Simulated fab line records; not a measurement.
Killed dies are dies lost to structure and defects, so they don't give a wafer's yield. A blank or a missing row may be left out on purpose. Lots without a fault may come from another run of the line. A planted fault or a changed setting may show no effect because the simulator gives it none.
8D (eight disciplines) problem report, filled in by code    flow n5-finfet    the parts of the form that need people (team, actions taken, sign-off) are left out

## 1. THE PROBLEM
M5_OVL at N5_BEOL_M5_OVL_MEAS_12 reads a mean of 11.4 nm on 6 wafers of 2 lots; wafers without a fault read -0.1 nm with a standard deviation of 0.65. Measured from the usual mean, that is +18 standard deviations.
The first sign was on wafer L410.1 at day 9 01:34, on overlay-01. The record has a number at this step for 27 wafers belonging to 9 lots. Rule for "out" (also "out of limits"): further than 4 standard deviations from the usual mean. The other wafers with a number count as sound.

## 2. WHAT IT IS, AND WHAT IT ISN'T
question                     is                      is not
which readings at this step  M5_OVL                  -
which lots                   L410, L414              L406, L407, L408, L413, L417, L421, L427
which wafers of those lots   all that have a number  -
read on which gauges         overlay-01, overlay-02  -
when                         from day 9 01:34        up to then (9 sound wafers); but 12 sound wafers of L413, L417, L421, L427 came after

## 3. WHAT RULES OUT EACH SUSPECT
Counting: a tool stays on the suspect list if, at a process step up to the reading, it processed all lots that are out and no sound lot following the first of them.
- ruled out: the gauge at N5_BEOL_M5_OVL_MEAS_12. The wafers that are out were read on 2 gauges (overlay-01, overlay-02).
- euv-scanner-02 at N5_BEOL_M5_EXPOSE_08 (exposes mask M5, target cd 28 nm): kept. It processed each lot that is out, first L410 at day 9 01:24, and no sound lot thereafter; up to then, the last sound lot it processed was L408 at day 8 13:31.
Remaining after the count: euv-scanner-02 at N5_BEOL_M5_EXPOSE_08.

## 4. THE CAUSE (what the simulator had put in)
Scanner matching overlay: euv-scanner-02, from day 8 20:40 on, at N5_BEOL_M5_EXPOSE_08. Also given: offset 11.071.
After counting, this tool was the only one left.

## 5. SEQUENCE OF EFFECTS, ordered by route
Rows list readings where the struck wafers' mean (over those with a number) sits beyond 3 standard deviations from the usual. Scope: only readings with a usual standard deviation given in the record; hours: median across lots of the time from each lot's start at the first step in this table that gives one to its start at this step; sigmas: change in usual standard deviations.
hours  step                     reading               usual    on struck wafers  change  sigmas
0      N5_BEOL_M5_OVL_MEAS_12   M5_OVL                -0.1 nm  11.4              +11.5   +18
103    N5_PASSIVATION_PROBE_49  defect-limited-yield  91.6 %   54.2              -37.4   -23
103    N5_PASSIVATION_PROBE_49  killed_at_M4_up       14       460               +446    +71
103    N5_PASSIVATION_PROBE_49  killed-dies           100      540               +440    +23
103    N5_PASSIVATION_PROBE_49  killed-on-rim         13       69                +56     +13
103    N5_PASSIVATION_PROBE_49  sort_bin_5_function   5.0 %    23.9              +18.9   +17
103    N5_PASSIVATION_PROBE_49  sort-n-pass           1080     640               -440    -24
103    N5_PASSIVATION_PROBE_49  sort-yield-pct        91.6 %   54.2              -37.4   -23
Here are the process steps it includes:
- N5_PASSIVATION_PROBE_49

## 6. HOW IT WOULD HAVE BEEN CAUGHT EARLIER
Counted from the fault's start at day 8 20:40, it took 5 hours until the first out-of-limits reading at a measuring or inspecting step in this record, taken at day 9 01:34.
Among the 2 lots that are out, L414 began N5_BEOL_M5_EXPOSE_08 on euv-scanner-02 after day 9 01:34. A hold on the tool at that time would have spared it.
